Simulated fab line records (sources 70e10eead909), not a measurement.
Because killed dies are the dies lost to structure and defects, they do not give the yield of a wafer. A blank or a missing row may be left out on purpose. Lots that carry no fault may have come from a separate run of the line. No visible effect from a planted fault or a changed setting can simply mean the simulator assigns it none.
Code-filled problem report in 8D (eight disciplines) form	flow nandHarc	the parts of the form that need people (team, actions taken, sign-off) are left out

## 1. THE PROBLEM
Mean of killedAtArray at NHARC_END_SORT_01: 117 across 6 wafers in 2 lots; on wafers with no fault it is 29 (standard deviation 11). That puts it +8.0 standard deviations away from the usual mean.
First observed at day 24 06:12: wafer L782.1, on prober-02. At this step, 6 wafers from 2 lots have a number in the record. Rule for "out", or "out of limits": more than 4 standard deviations from the usual mean. Any other wafer with a number is counted as sound.

## 2. WHAT THIS IS AND IS NOT
question	is	is not
which readings at this step	killedAtArray, killedDies	killedAtOther, killedAtPeriphery, killedOpen
which lots	L782, L785	-
which wafers of those lots	all that have a number	-
read on which gauges	prober-01, prober-02	-
when	from day 24 06:12	up to then (0 sound wafers)

## 3. SUSPECTS, AND WHAT RULES EACH OUT
Counting: a tool at a process step up to the reading stays a suspect if it ran every lot that is out and no sound lot after the first of them.
- the gauge at NHARC_END_SORT_01 has been ruled out. Those wafers that are out were read across 2 gauges (prober-01, prober-02).
- harCapEtch-02 at NHARC_A_CONTACT_ETCH_139 (etches the open film in C4F8/O2/Ar, time 137 s, target depth 590 nm): kept. It ran every lot that is out, first L782 (day 21 21:07), and no sound lot after that.
After counting, what remains is harCapEtch-02 at NHARC_A_CONTACT_ETCH_139.

## 4. THE CAUSE (what the simulator had put in)
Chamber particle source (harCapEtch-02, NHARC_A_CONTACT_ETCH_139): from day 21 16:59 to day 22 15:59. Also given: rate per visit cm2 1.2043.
This tool alone remained once counting was done.

## 5. THE EFFECT CHAIN, in route order
Each row: a reading where the mean over the struck wafers with a number is more than 3 standard deviations away from the usual. Only readings for which the record gives a usual standard deviation are gone through. hours: the time from each lot's start at the first step in this table that gives one to its start at this step, as a median over the lots. sigmas: the change in usual standard deviations.
hours	step	reading	usual	on struck wafers	change	sigmas
0	NHARC_END_SORT_01	killedAtArray	29	117	+88	+8.0
0	NHARC_END_SORT_01	killedDies	33	121	+88	+7.3

## 6. WHAT WOULD HAVE CAUGHT IT SOONER
The first out-of-limits reading at a measuring or inspecting step in this record came at day 24 06:12, 61 hours after the fault's start at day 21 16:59.
By day 24 06:12 the whole set of lots that are out, 2 in number, had already begun NHARC_A_CONTACT_ETCH_139 on harCapEtch-02. None of them would have been spared by holding the tool at that moment.
